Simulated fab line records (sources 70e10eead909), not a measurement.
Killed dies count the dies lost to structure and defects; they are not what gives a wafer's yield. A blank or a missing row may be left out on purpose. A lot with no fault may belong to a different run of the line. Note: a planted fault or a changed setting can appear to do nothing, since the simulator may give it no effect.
fab line records	flow nand-harc
[record] lots = 11	wafers = 33	last-day = 33
route steps=1302 shown P_CONTACT@218 END@1302
lots untouched by any fault: they come from a run of this same line in which no faults occurred
start-h: the number of hours between the record's first day and the start of the first shown wafer of the lot	wait-h: time in hours since the lot's previous step	" unchanged from the row above	L1.1+2: several wafers, shown together as one row	- no value, or no start given	* or withheld: withheld	< > ~ a bound
route shown NAME@n: NAME is a module with steps in the file, n the number in the route of the first one	usual: average and standard deviation across the fault-free wafers	same: alike in all rows	chamber/n: place in a boat	sites: per-site readings	_std_site: standard deviation of those values	_edge_site: outer sites' mean less inner sites'	radius-mm: how far each site lies from the wafer's centre	mask NAME#n: copy n	behind: the last tool/chamber to shape the wafer	hold: the reason the lot was held/the length of the hold in hours/how it ended	device: the transistor (n, p or np) that didn't switch	end of line: tests of these same wafers at the route's end	a step without rows: its recipe alone	killed: dies that structure and defects cost at the first sort, which is not the same as the wafer's yield	map: dies across one wafer; x = killed, . = not, _ = none there
set.NAME: setting as actually run; set.NAME@STEP: the setting as run at that earlier step	model.NAME: the simulator's own value behind a step, which no gauge read
the route's steps for a sample of lots (tables are steps, rows are wafers)
services: a tool's chamber out of use, with start hour (start-h, from the record's first day; less than 0 if before it), hours out, and reason
[[steps]]
[step NHARC_P_CONTACT_DEP_00]
[recipe] target-thk-a = 5000	temp-c = 400	pressure-torr = 6.5	rf-w = 900	teos-flow-sccm = 161.4	flow-sccm = 2650	target-thk-nm = 500	gas = O2	material = SiO2
[usual] heater-power-w = 567/110	rf-fwd-power-W = 898.3/2.7	throttle-valve-pct = 16.0/0.5
lot.wafer	tool	chamber	start-h	wait-h	heater-power-w	rf-fwd-power-W	throttle-valve-pct
L534.2	pecvd-03	2	-	-	384	894.9	15.9
L534.6	"	0	"	"	546	896.3	15.7
L534.5	"	2	"	"	412	897.0	15.7
L536.1	pecvd-03	0	-	-	432	900.8	15.7
L536.2	"	1	"	"	505	898.0	16.2
L536.6	"	0	"	"	472	902.2	15.9
L537.1	pecvd-01	0	-	-	778	898.5	15.4
L537.2	"	1	"	"	536	898.7	15.8
L537.5	"	2	"	"	484	893.3	16.1
L535.3	pecvd-03	1	-	-	528	896.3	16.4
L535.1	"	2	"	"	405	901.7	16.0
L535.2	"	0	"	"	521	898.4	16.0
L541.3	pecvd-01	0	-	-	838	898.1	15.2
L541.2	"	1	"	"	436	901.8	15.9
L541.5	"	2	"	"	636	897.3	16.3
L545.1	pecvd-03	0	234.45	0.3	544	894.2	15.4
L545.3	"	1	"	"	617	898.4	16.3
L545.6	"	1	"	"	476	899.5	16.5
L548.1	pecvd-01	2	-	-	637	893.0	16.4
L548.5	"	0	"	"	650	899.9	15.5
L548.6	"	1	"	"	594	901.3	16.5
L552.2	pecvd-01	0	-	-	808	897.3	15.6
L552.3	"	2	"	"	624	896.2	16.5
L552.4	"	1	"	"	497	899.4	16.4
L553.3	pecvd-03	0	-	-	466	902.4	15.7
L553.5	"	0	"	"	505	897.3	15.6
L553.6	"	1	"	"	601	905.2	16.3
L554.1	pecvd-02	1	-	-	657	899.7	16.1
L554.5	"	1	"	"	671	896.9	15.9
L554.4	"	2	"	"	591	903.5	16.2
L557.3	pecvd-01	1	-	-	499	898.7	15.9
L557.1	"	2	"	"	486	894.1	16.1
L557.6	"	2	"	"	529	893.6	16.3
[step NHARC_P_CONTACT_EXPOSE_09]
[recipe] na = 1.35	target-cd-nm = 90	dose-mj = 81.26	mask-id = P_CA
lot.wafer	tool	chamber	start-h	wait-h	mask
L534.2+5+6	arfi-scanner-02	0	121.54	-	P_CA#0
L536.1+2+6	arfi-scanner-02	0	138.41	-	P_CA#0
L537.1+2+5	arfi-scanner-03	0	147.61	-	P_CA#0
L535.1+2+3	arfi-scanner-02	0	176.49	-	P_CA#0
L541.2+3+5	arfi-scanner-01	0	187.19	-	P_CA_R1#0
L545.1+3+6	arfi-scanner-01	0	235.68	-	P_CA#0
L548.1+5+6	arfi-scanner-01	0	259.94	-	P_CA#0
L552.2+3+4	arfi-scanner-01	0	291.23	-	P_CA#0
L553.3+5+6	arfi-scanner-01	0	303.72	-	P_CA#0
L554.1+4+5	arfi-scanner-01	0	317.53	-	P_CA#0
L557.1+3+6	arfi-scanner-03	0	344.52	-	P_CA#0
[step NHARC_P_CONTACT_CD_MEAS_12]
[recipe] target-cd-nm = 90	landing-energy-ev = 500
[usual] cd-nm = 90.3/0.63
lot.wafer	tool	chamber	start-h	wait-h	cd-nm
L534.2	cd-sem-01	0	121.67	-	90.2
L534.5	"	0	"	"	88.8
L534.6	"	0	"	"	90.4
L536.1	cd-sem-01	0	138.55	-	91.2
L536.2	"	0	"	"	90.4
L536.6	"	0	"	"	91.1
L537.1	cd-sem-01	0	147.74	-	91.0
L537.2	"	0	"	"	90.6
L537.5	"	0	"	"	91.1
L535.1	cd-sem-02	0	176.63	-	89.9
L535.2	"	0	"	"	90.5
L535.3	"	0	"	"	89.7
L541.2	cd-sem-01	0	187.33	-	68.9
L541.3	"	0	"	"	69.1
L541.5	"	0	"	"	70.5
L545.1	cd-sem-01	0	235.82	-	91.2
L545.3	"	0	"	"	90.4
L545.6	"	0	"	"	90.7
L548.1	cd-sem-03	0	260.07	-	91.1
L548.5	"	0	"	"	89.9
L548.6	"	0	"	"	90.4
L552.2	cd-sem-01	0	291.37	-	89.7
L552.3	"	0	"	"	90.5
L552.4	"	0	"	"	90.3
L553.3	cd-sem-01	0	303.86	-	90.6
L553.5	"	0	"	"	89.8
L553.6	"	0	"	"	89.6
L554.1	cd-sem-01	0	317.66	-	91.1
L554.4	"	0	"	"	90.6
L554.5	"	0	"	"	90.9
L557.1	cd-sem-03	0	344.66	-	90.1
L557.3	"	0	"	"	90.6
L557.6	"	0	"	"	89.9
[step NHARC_P_CONTACT_OVL_MEAS_13]
[usual] overlay-x-nm = 0.0/0.74	overlay-y-nm = -0.1/0.95
lot.wafer	tool	chamber	start-h	wait-h	overlay-x-nm	overlay-y-nm
L534.2	overlay-02	-	121.76	-	-0.9	-0.4
L534.5	"	-	"	"	-0.5	-1.0
L534.6	"	-	"	"	-1.2	-0.3
L536.1	overlay-01	-	138.64	-	0.0	0.5
L536.2	"	-	"	"	1.0	-0.2
L536.6	"	-	"	"	0.2	-0.1
L537.1	overlay-01	-	147.83	-	1.0	-0.5
L537.2	"	-	"	"	0.8	0.4
L537.5	"	-	"	"	1.1	-0.4
L535.1	overlay-02	-	176.72	-	0.3	-2.5
L535.2	"	-	"	"	0.1	-2.3
L535.3	"	-	"	"	0.4	-1.7
L541.2	overlay-02	-	187.41	-	0.8	0.0
L541.3	"	-	"	"	0.7	-0.2
L541.5	"	-	"	"	0.7	-0.5
L545.1	overlay-01	-	235.91	-	-0.4	-1.6
L545.3	"	-	"	"	0.0	-0.8
L545.6	"	-	"	"	-0.3	-1.0
L548.1	overlay-01	-	260.16	-	0.0	-0.5
L548.5	"	-	"	"	0.2	-0.3
L548.6	"	-	"	"	0.5	-0.8
L552.2	overlay-01	-	291.45	-	-0.3	0.6
L552.3	"	-	"	"	-0.6	0.6
L552.4	"	-	"	"	-0.8	0.6
L553.3	overlay-01	-	303.94	-	-0.5	-0.2
L553.5	"	-	"	"	-0.1	-0.6
L553.6	"	-	"	"	0.5	-0.7
L554.1	overlay-01	-	317.75	-	-1.2	-0.8
L554.4	"	-	"	"	-1.4	-1.3
L554.5	"	-	"	"	-0.9	-1.0
L557.1	overlay-01	-	344.75	-	2.1	0.4
L557.3	"	-	"	"	1.6	1.2
L557.6	"	-	"	"	1.8	0.6
[step NHARC_P_CONTACT_ETCH_36]
[recipe] target-depth-a = 2600	over-etch-frac = 0.25	time-s = 406.25	ion-energy-ev = 200	n2-flow-sccm = 150	h2-flow-sccm = 150	ar-flow-sccm = 0	rf-w = 400	bias-w = 150	chemistry = N2/H2
[usual] drypump-motor-current-A = 5.8/0.49	oes-product-au = 0.997/0.0091	rf-fwd-power-W = 399.2/1.3	rf-vpp-V = 432.2/2.1	showerhead-plenum-p-Torr = 2.11/0.07	throttle-valve-pct = 14.173/0.0096
[same] time-s = 406.25
lot.wafer	tool	chamber	start-h	wait-h	drypump-motor-current-A	oes-product-au	rf-fwd-power-W	rf-hours-counter-h	rf-vpp-V	showerhead-plenum-p-Torr	throttle-valve-pct
L534.2	rie-diel-03	3	-	-	6.0	1.001	398.6	0.6	433.1	2.14	14.165
L534.6	"	0	"	"	5.0	0.999	399.9	-	433.9	2.19	14.172
L534.5	"	1	"	"	5.8	0.997	399.5	-	434.3	2.17	14.178
L536.2	rie-diel-08	3	-	-	4.9	1.003	399.6	2.8	430.1	2.03	14.162
L536.1	"	0	"	"	6.0	0.995	399.9	2.9	432.4	2.10	14.160
L536.6	"	3	"	"	4.9	1.003	400.3	-	429.7	2.03	14.161
L537.2	rie-diel-08	3	-	-	4.9	0.997	398.9	3.3	431.2	2.03	14.173
L537.1	"	1	"	"	6.5	0.999	397.5	3.2	430.9	2.07	14.170
L537.5	"	3	"	"	4.9	1.001	397.1	-	429.6	2.03	14.159
L535.1	rie-diel-08	1	-	-	6.5	1.002	398.4	4.3	432.0	2.07	14.170
L535.2	"	2	"	"	6.1	1.013	397.8	4.3	434.6	2.17	14.176
L535.3	"	0	"	"	6.1	0.994	398.9	4.6	431.7	2.10	14.188
L541.3	rie-diel-03	2	-	-	5.3	1.003	396.9	4.6	427.5	1.93	14.171
L541.2	"	0	"	"	5.0	0.985	397.5	4.6	433.5	2.19	14.167
L541.5	"	3	"	"	6.0	0.976	400.3	-	432.0	2.14	14.177
L545.1	rie-diel-03	3	-	-	6.0	0.997	398.7	6.5	433.4	2.14	14.171
L545.3	"	2	"	"	5.4	1.009	400.2	7.0	428.1	1.93	14.163
L545.6	"	3	"	"	6.0	1.008	399.9	-	432.4	2.14	14.143
L548.1	rie-diel-08	2	-	-	6.1	1.018	398.5	1.4	433.9	2.17	14.164
L548.6	"	3	"	"	4.9	0.995	398.1	-	428.6	2.03	14.180
L548.5	"	0	"	"	6.1	1.001	399.4	-	432.2	2.10	14.172
L552.2	rie-diel-03	3	-	-	6.0	0.998	399.0	0.1	433.4	2.14	14.169
L552.4	"	1	"	"	5.8	1.000	398.6	0.2	433.9	2.16	14.172
L552.3	"	2	"	"	5.3	0.988	399.3	0.2	426.4	1.93	14.182
L553.3	rie-diel-08	0	-	-	6.0	0.990	398.3	3.2	432.4	2.10	14.182
L553.5	"	1	"	"	6.5	1.003	401.1	-	431.7	2.07	14.187
L553.6	"	2	"	"	6.1	0.996	400.3	-	433.4	2.17	14.155
L554.4	rie-diel-08	0	-	-	6.1	0.990	398.4	3.7	432.7	2.10	14.171
L554.1	"	1	"	"	6.6	1.013	398.7	3.5	430.3	2.07	14.173
L554.5	"	0	"	"	6.1	0.991	398.0	-	433.2	2.10	14.177
L557.1	rie-diel-08	0	-	-	6.1	0.990	398.5	4.9	432.7	2.10	14.156
L557.3	"	3	"	"	4.9	0.991	398.4	4.7	429.8	2.03	14.179
L557.6	"	0	"	"	6.0	0.990	398.7	-	431.1	2.10	14.195
[step NHARC_P_CONTACT_CD_MEAS_19]
[usual] cd-nm = 89.3/1.6
lot.wafer	tool	chamber	start-h	wait-h	cd-nm
L534.2	cd-sem-01	-	122.72	-	89.5
L534.5	"	-	"	"	90.3
L534.6	"	-	"	"	89.4
L536.1	cd-sem-03	-	139.61	-	92.0
L536.2	"	-	"	"	90.2
L536.6	"	-	"	"	91.2
L537.1	cd-sem-02	-	148.80	-	88.5
L537.2	"	-	"	"	91.3
L537.5	"	-	"	"	91.7
L535.1	cd-sem-03	-	177.84	-	86.6
L535.2	"	-	"	"	89.8
L535.3	"	-	"	"	90.0
L541.2	cd-sem-02	-	188.38	-	66.5
L541.3	"	-	"	"	68.4
L541.5	"	-	"	"	67.2
L545.1	cd-sem-01	-	236.88	-	87.3
L545.3	"	-	"	"	90.1
L545.6	"	-	"	"	87.9
L548.1	cd-sem-03	-	261.13	-	88.3
L548.5	"	-	"	"	89.9
L548.6	"	-	"	"	90.3
L552.2	cd-sem-02	-	292.42	-	88.7
L552.3	"	-	"	"	89.5
L552.4	"	-	"	"	90.4
L553.3	cd-sem-01	-	304.92	-	89.0
L553.5	"	-	"	"	89.0
L553.6	"	-	"	"	87.2
L554.1	cd-sem-01	-	318.72	-	90.2
L554.4	"	-	"	"	88.8
L554.5	"	-	"	"	90.8
L557.1	cd-sem-02	-	345.72	-	91.7
L557.3	"	-	"	"	90.3
L557.6	"	-	"	"	90.3
[step NHARC_END_SORT_01]
[recipe] temp-c = 25
[usual] killed-at-array = 55/22	killed-at-other = 1.1/1.4	killed-at-periphery = 4/3.2	killed-dies = 59/22	killed-open = 3.3/1.8	killed-short = 2.5/1.5
[same] gross-dies = 677
lot.wafer	tool	chamber	start-h	wait-h	killed-at-array	killed-at-other	killed-at-periphery	killed-dies	killed-open	killed-short
L541.2	prober-02	0	638.92	2.8	21	1	615	637	3	4
L541.3	prober-02	0	639.73	3.1	22	0	623	645	4	1
L541.5	prober-02	0	641.34	3.7	19	0	626	645	2	3
// killed by level:class
L541.2 P_CONTACT:area-expose=608 A_CHANNEL_HOLE_D2:chamber-film-flake=7 A_DECK1_JOINT:chamber-film-flake=4 A_CHANNEL_HOLE_D1:chamber-film-flake=3 P_STI:chamber-film-flake=2 P_CONTACT:geometric-particle:short=1 P_M1:geometric-particle:short=1 P_M2:geometric-particle:open=1
L541.3 P_CONTACT:area-expose=618 A_CHANNEL_HOLE_D2:chamber-film-flake=11 A_CHANNEL_HOLE_D1:chamber-film-flake=3 P_CONTACT:geometric-particle:open=2 A_CHANNEL_FILL_D2:chamber-film-flake=2 A_STAIRCASE:chamber-film-flake=2 P_CONTACT:geometric-particle:short=1 A_ONON_D1:geometric-particle:open=1
L541.5 P_CONTACT:area-expose=622 A_CHANNEL_HOLE_D2:chamber-film-flake=7 A_CHANNEL_HOLE_D1:chamber-film-flake=3 A_CONTACT:chamber-film-flake=3 P_STI:chamber-film-flake=2 A_CHANNEL_FILL_D2:chamber-film-flake=2 P_CONTACT:geometric-particle:open=1 P_M0:geometric-particle:open=1
[[services]]
tool	chamber	start-h	hours	kind
rie-diel-03	-	104.30	9.0	pm
pecvd-01	-	130.25	13.0	pm
arfi-scanner-02	-	140.00	4.0	pm
rie-diel-03	1	142.97	4.0	repair
pecvd-03	-	165.31	0.4	repair
pecvd-01	2	168.92	3.8	repair
rie-diel-08	3	173.48	6.5	repair
pecvd-03	-	185.20	13.0	pm
arfi-scanner-03	-	188.07	0.7	repair
rie-diel-08	-	190.80	9.0	pm
arfi-scanner-02	-	191.25	2.6	repair
arfi-scanner-03	-	196.00	4.0	pm
arfi-scanner-02	-	203.09	1.8	repair
arfi-scanner-02	-	206.74	3.2	repair
arfi-scanner-01	-	230.33	0.2	repair
pecvd-03	2	233.96	4.2	repair
arfi-scanner-01	-	252.00	4.0	pm
rie-diel-08	2	261.13	2.6	repair
pecvd-01	-	271.93	0.9	repair
rie-diel-03	-	281.30	9.0	pm
arfi-scanner-02	-	284.27	6.7	repair
pecvd-01	-	311.80	13.0	pm
pecvd-03	1	317.16	3.3	repair
rie-diel-03	0	339.03	10.0	repair
[[key]]
[first-sign] step = NHARC_P_CONTACT_EXPOSE_09	reading = mask	direction = changed
[effect] step = NHARC_P_CONTACT_CD_MEAS_12	reading = cd-nm	direction = down	sigmas = 33	usual = 90.3	struck = 69.5
[effect] step = NHARC_P_CONTACT_CD_MEAS_19	reading = cd-nm	direction = down	sigmas = 14	usual = 89.3	struck = 67.4
[effect] step = NHARC_END_SORT_01	reading = killed-at-periphery	direction = up	sigmas = 99+	usual = 4	struck = 621
[more-kills-born-at] NHARC_P_CONTACT_EXPOSE_09@arfi-scanner-01 = 1849
met-at NHARC_P_CONTACT_EXPOSE_09
struck-lots L541
later-rows-left-out L541.2,L541.3,L541.5
tester-left-out L541
not-acting-at NHARC_P_CONTACT_DEP_00,NHARC_P_CONTACT_OVL_MEAS_13,NHARC_P_CONTACT_ETCH_36
[fault] kind = wrong-mask	tool = any	chamber = -	onset-h = 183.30	steps = NHARC_P_CONTACT_EXPOSE_09	aux-copy = P_CA_R1#0	cd-offset-nm = -20.341	scope = struck-lots-only
// tester-left-out: of these lots the tester's yield and bins aren't shown, on N5 and GAA mostly nor the transistor test; their killed dies are dies lost to structure and defects alone, not to doping, threshold or leakage, so they don't give the yield
// later-rows-left-out: the simulator's readings of these wafers behind a module that went badly wrong aren't trusted and aren't shown, but for the sort
